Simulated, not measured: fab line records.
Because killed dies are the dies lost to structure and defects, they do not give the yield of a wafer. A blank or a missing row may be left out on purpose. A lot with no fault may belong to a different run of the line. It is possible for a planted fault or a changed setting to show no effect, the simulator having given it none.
The tool behind it: which one? + flow n5_finfet + 22 lots with 66 wafers sampled at 4 steps, on a route of 1938 steps

WHAT THE GAUGES SHOWED, per wafer
N5_BEOL_M11_OVL_MEAS_12.
| lot  | measured     | on         | M11_OVL (nm)   |
|------|--------------|------------|----------------|
| L074 | day 10 09:16 | overlay-01 | -0.7 -1.5 -1.9 |
| L075 | day 10 15:49 | overlay-02 | 2.1 0.5 0.6    |
| L076 | day 11 03:05 | overlay-01 | -0.9 -0.1 -1.2 |
| L077 | day 11 03:15 | overlay-01 | 1.7 1.0 0.8    |
| L078 | day 11 03:46 | overlay-01 | 0.6 -0.2 0.2   |
| L080 | day 12 08:18 | overlay-02 | -0.6 -0.8 0.2  |
| L081 | day 12 13:28 | overlay-01 | 0.2 -1.1 -1.2  |
| L083 | day 12 17:14 | overlay-01 | 1.3 0.2 0.0    |
| L082 | day 13 12:16 | overlay-02 | 1.9 1.2 1.0    |
| L085 | day 13 21:59 | overlay-01 | 0.2 1.4 1.4    |
| L089 | day 14 05:06 | overlay-01 | 0.6 0.6 0.4    |
| L086 | day 14 05:26 | overlay-02 | 1.0 1.3 -0.5   |
| L087 | day 14 05:28 | overlay-01 | 0.2 0.1 0.1    |
| L084 | day 14 05:38 | overlay-02 | 1.0 -0.1 0.8   |
| L090 | day 14 05:40 | overlay-01 | 0.7 1.6 0.1    |
| L092 | day 15 11:50 | overlay-01 | 0.0 0.0 0.1    |
| L091 | day 15 12:04 | overlay-01 | -0.7 -1.1 -0.3 |
| L093 | day 15 18:41 | overlay-01 | 0.4 0.4 1.0    |
| L094 | day 16 12:29 | overlay-01 | 1.6 1.6 -0.3   |
| L095 | day 16 12:44 | overlay-02 | -0.5 -0.2 -0.8 |
| L096 | day 16 18:52 | overlay-01 | -0.1 -0.2 0.0  |
| L097 | day 16 20:25 | overlay-01 | 0.2 1.0 -0.2   |

EACH LOT AND THE TOOL THAT RAN IT (in order: tool; ch and the chambers of the sampled wafers; start)
| lot  | N5_BEOL_M10_ETCH_41                           | N5_BEOL_M10_CMP_52            | N5_BEOL_M11_CURE_71           |
|------|-----------------------------------------------|-------------------------------|-------------------------------|
| L074 | rie_diel-01 ch 0,1, day 10 06:41 or earlier   | cmp-04 ch 1,2, day 10 06:41   | uv_cure-03 ch 2, day 10 07:16 |
| L075 | rie_diel-01 ch 0,1,2, day 10 13:36 or earlier | cmp-01 ch 0,2, day 10 13:36   | uv_cure-03 ch 2, day 10 14:19 |
| L076 | rie_diel-05 ch 1,2, day 11 00:09 or earlier   | cmp-01 ch 0,3, day 11 00:09   | uv_cure-01 ch 0, day 11 00:45 |
| L077 | rie_diel-03 ch 2,3, day 11 00:24 or earlier   | cmp-04 ch 2,3, day 11 00:24   | uv_cure-02 ch 0, day 11 01:00 |
| L078 | rie_diel-05 ch 0,3, day 11 01:59 or earlier   | cmp-02 ch 2,3, day 11 01:59   | uv_cure-02 ch 1, day 11 02:38 |
| L080 | rie_diel-03 ch 0,2, day 12 02:01 or earlier   | cmp-04 ch 2,3, day 12 02:01   | uv_cure-01 ch 0, day 12 02:47 |
| L081 | rie_diel-03 ch 1,2,3, day 12 11:07 or earlier | cmp-04 ch 0,2,3, day 12 11:07 | uv_cure-01 ch 2, day 12 11:41 |
| L083 | rie_diel-03 ch 0,1,2, day 12 15:16 or earlier | cmp-01 ch 0,2,3, day 12 15:16 | uv_cure-03 ch 2, day 12 15:47 |
| L082 | rie_diel-03 ch 1,3, day 13 10:21 or earlier   | cmp-01 ch 0,3, day 13 10:21   | uv_cure-01 ch 2, day 13 10:56 |
| L085 | rie_diel-03 ch 1,2,3, day 13 19:08 or earlier | cmp-02 ch 1,2, day 13 19:08   | uv_cure-01 ch 1, day 13 19:41 |
| L089 | rie_diel-01 ch 0,2, day 14 01:30 or earlier   | cmp-01 ch 1,2,3, day 14 01:30 | uv_cure-02 ch 1, day 14 02:09 |
| L086 | rie_diel-05 ch 0,1,2, day 14 01:53 or earlier | cmp-04 ch 1,2,3, day 14 01:53 | uv_cure-03 ch 0, day 14 02:28 |
| L087 | rie_diel-05 ch 0,2,3, day 14 02:10 or earlier | cmp-02 ch 0,2, day 14 02:10   | uv_cure-01 ch 2, day 14 03:00 |
| L084 | rie_diel-05 ch 0,1,3, day 14 02:39 or earlier | cmp-04 ch 1,2,3, day 14 02:39 | uv_cure-03 ch 1, day 14 03:16 |
| L090 | rie_diel-01 ch 0,1,3, day 14 03:06 or earlier | cmp-02 ch 2,3, day 14 03:06   | uv_cure-02 ch 2, day 14 03:43 |
| L092 | rie_diel-03 ch 0,1,2, day 15 09:14 or earlier | cmp-01 ch 2,3, day 15 09:14   | uv_cure-02 ch 0, day 15 09:48 |
| L091 | rie_diel-01 ch 0,2,3, day 15 09:35 or earlier | cmp-01 ch 1,2, day 15 09:35   | uv_cure-03 ch 2, day 15 10:11 |
| L093 | rie_diel-03 ch 0,1,2, day 15 16:38 or earlier | cmp-04 ch 1,2, day 15 16:38   | uv_cure-03 ch 1, day 15 17:22 |
| L094 | rie_diel-05 ch 0,1,2, day 16 09:05 or earlier | cmp-04 ch 0,2, day 16 09:05   | uv_cure-01 ch 1, day 16 09:59 |
| L095 | rie_diel-05 ch 0,1,3, day 16 09:37 or earlier | cmp-02 ch 0,1, day 16 09:37   | uv_cure-02 ch 1, day 16 10:11 |
| L096 | rie_diel-03 ch 1,3, day 16 15:32 or earlier   | cmp-01 ch 1,2,3, day 16 15:32 | uv_cure-01 ch 2, day 16 16:17 |
| L097 | rie_diel-01 ch 1,2,3, day 16 18:47 or earlier | cmp-04 ch 0,2, day 16 18:47   | uv_cure-02 ch 1, day 16 19:22 |
- N5_BEOL_M10_ETCH_41: etches SiCN in CH3F/O2, target depth 42.6 nm, time 86 s.
- N5_BEOL_M10_CMP_52: polishes, stops on SiCOH lowk, t overpolish 7 s, target thk 140 nm.
- N5_BEOL_M11_CURE_71: cures SiCOH lowk, time 240 s.

AS READ BY THE TOOLS THEMSELVES (means over the sampled wafers that have a number; for cases with no such wafer, the mark the record gives instead)
N5_BEOL_M10_ETCH_41.
| lot  | tool        | drypump_motor_current_A (A) | oes_product_au (a.u.) | rf_vpp_V (V) | showerhead_plenum_p_Torr (Torr) | throttle_valve_pct (%) |
|------|-------------|-----------------------------|-----------------------|--------------|---------------------------------|------------------------|
| L074 | rie_diel-01 | 5.5                         | 0.83                  | 297.7        | 2.06                            | 16.46                  |
| L075 | rie_diel-01 | 5.6                         | 0.84                  | 298.7        | 2.09                            | 16.48                  |
| L076 | rie_diel-05 | 5.7                         | 0.70                  | 296.7        | 1.93                            | 16.47                  |
| L077 | rie_diel-03 | 5.6                         | 0.81                  | 300.4        | 2.11                            | 16.26                  |
| L078 | rie_diel-05 | 5.2                         | 0.84                  | 297.4        | 2.02                            | 16.08                  |
| L080 | rie_diel-03 | 5.7                         | 0.75                  | 296.0        | 1.98                            | 16.61                  |
| L081 | rie_diel-03 | 5.5                         | 0.83                  | 299.8        | 2.12                            | 16.24                  |
| L083 | rie_diel-03 | 5.5                         | 0.81                  | 298.4        | 2.05                            | 16.41                  |
| L082 | rie_diel-03 | 5.3                         | 0.79                  | 299.7        | 2.11                            | 16.32                  |
| L085 | rie_diel-03 | 5.5                         | 0.82                  | 298.4        | 2.12                            | 16.26                  |
| L089 | rie_diel-01 | 5.8                         | 0.86                  | 297.8        | 2.08                            | 16.41                  |
| L086 | rie_diel-05 | 5.3                         | 0.87                  | 296.2        | 1.96                            | 16.22                  |
| L087 | rie_diel-05 | 5.6                         | 0.89                  | 297.3        | 1.99                            | 16.09                  |
| L084 | rie_diel-05 | 5.5                         | 0.81                  | 297.0        | 1.98                            | 16.18                  |
| L090 | rie_diel-01 | 5.5                         | 0.83                  | 298.3        | 2.03                            | 16.29                  |
| L092 | rie_diel-03 | 5.5                         | 0.78                  | 298.4        | 2.05                            | 16.46                  |
| L091 | rie_diel-01 | 5.8                         | 0.80                  | 298.8        | 2.06                            | 16.38                  |
| L093 | rie_diel-03 | 5.5                         | 0.78                  | 298.4        | 2.04                            | 16.47                  |
| L094 | rie_diel-05 | 5.4                         | 0.83                  | 296.5        | 1.96                            | 16.25                  |
| L095 | rie_diel-05 | 5.5                         | 0.79                  | 296.7        | 1.97                            | 16.22                  |
| L096 | rie_diel-03 | 5.1                         | 0.80                  | 299.9        | 2.11                            | 16.34                  |
| L097 | rie_diel-01 | 5.5                         | 0.81                  | 297.6        | 2.05                            | 16.36                  |

N5_BEOL_M10_CMP_52.
| lot  | tool   | barrier_field_endpoint_s (s) | motor_current_A (A) | overpolish_run_s (s) | retaining_ring_pressure_frac | time_to_endpoint_s (s) |
|------|--------|------------------------------|---------------------|----------------------|------------------------------|------------------------|
| L074 | cmp-04 | 30.2                         | 6.6                 | 7.007                | 0.999                        | 72                     |
| L075 | cmp-01 | 27.7                         | 5.8                 | 6.996                | 1.001                        | 57                     |
| L076 | cmp-01 | 28.7                         | 6.1                 | 6.997                | 0.999                        | 63                     |
| L077 | cmp-04 | 30.8                         | 5.9                 | 7.004                | 0.999                        | 73                     |
| L078 | cmp-02 | 28.2                         | 5.8                 | 7.001                | 0.998                        | 65                     |
| L080 | cmp-04 | 29.3                         | 6.4                 | 6.985                | 1.003                        | 72                     |
| L081 | cmp-04 | 28.3                         | 6.0                 | 6.993                | 1.001                        | 70                     |
| L083 | cmp-01 | 29.1                         | 5.8                 | 6.994                | 0.999                        | 70                     |
| L082 | cmp-01 | 29.6                         | 6.0                 | 7.005                | 0.999                        | 67                     |
| L085 | cmp-02 | 29.1                         | 6.6                 | 7.007                | 0.994                        | 67                     |
| L089 | cmp-01 | 28.8                         | 5.4                 | 7.002                | 0.995                        | 69                     |
| L086 | cmp-04 | 29.5                         | 6.4                 | 6.997                | 1.002                        | 66                     |
| L087 | cmp-02 | 30.5                         | 6.2                 | 6.999                | 1.002                        | 73                     |
| L084 | cmp-04 | 29.4                         | 6.4                 | 7.003                | 1.001                        | 69                     |
| L090 | cmp-02 | 29.7                         | 5.8                 | 7.004                | 0.999                        | 68                     |
| L092 | cmp-01 | 29.2                         | 6.0                 | 7.003                | 0.999                        | 67                     |
| L091 | cmp-01 | 28.9                         | 5.4                 | 7.004                | 1.001                        | 65                     |
| L093 | cmp-04 | 30.3                         | 6.8                 | 7.002                | 1.003                        | 73                     |
| L094 | cmp-04 | 30.1                         | 5.9                 | 6.993                | 1.004                        | 70                     |
| L095 | cmp-02 | 28.1                         | 6.0                 | 7.002                | 0.999                        | 66                     |
| L096 | cmp-01 | 28.4                         | 5.5                 | 6.999                | 1.002                        | 65                     |
| L097 | cmp-04 | 29.2                         | 6.0                 | 7.009                | 1.007                        | 71                     |

N5_BEOL_M11_CURE_71.
| lot  | tool       | lamp_power_pct (%) | wafer_temp_C_max |
|------|------------|--------------------|------------------|
| L074 | uv_cure-03 | 52.34              | 386.4            |
| L075 | uv_cure-03 | 52.31              | 386.1            |
| L076 | uv_cure-01 | 52.28              | 386.6            |
| L077 | uv_cure-02 | 52.33              | 387.6            |
| L078 | uv_cure-02 | 52.31              | 386.5            |
| L080 | uv_cure-01 | 52.31              | 386.6            |
| L081 | uv_cure-01 | 52.30              | 387.1            |
| L083 | uv_cure-03 | 52.31              | 386.3            |
| L082 | uv_cure-01 | 52.30              | 387.3            |
| L085 | uv_cure-01 | 52.26              | 386.7            |
| L089 | uv_cure-02 | 52.33              | 386.6            |
| L086 | uv_cure-03 | 52.32              | 387.5            |
| L087 | uv_cure-01 | 52.28              | 387.0            |
| L084 | uv_cure-03 | 52.33              | 385.8            |
| L090 | uv_cure-02 | 52.31              | 387.2            |
| L092 | uv_cure-02 | 52.26              | 387.7            |
| L091 | uv_cure-03 | 52.26              | 386.4            |
| L093 | uv_cure-03 | 52.34              | 385.6            |
| L094 | uv_cure-01 | 52.36              | 385.8            |
| L095 | uv_cure-02 | 52.32              | 386.6            |
| L096 | uv_cure-01 | 52.28              | 387.2            |
| L097 | uv_cure-02 | 52.31              | 386.8            |

THE ANSWER, worked out from the rows above alone
Rule: the usual values come from the lots themselves. Put in order of their means at a reading, lots are off if they are a third of the lots or fewer, leave a main group of 4 or more, and stand apart from it by a gap of 3 or more times the standard deviation of the main group's means; of several such gaps the widest counts. Not used: any main group whose means are identical at the precision the tables above print for the reading. A lot without any number at a reading at which 4 lots or more have one is off too. All remaining lots with rows at the step are treated as sound. After the gauges, taken in route order, come the tools' own readings; for these a lot's mean is taken, as printed above. At the first step where some lot is off, the reading lying furthest off is the one used; lots without a number count as furthest.
None of the lots is off at any reading shown; this tells nothing.

WHAT THE SIMULATOR PUT IN
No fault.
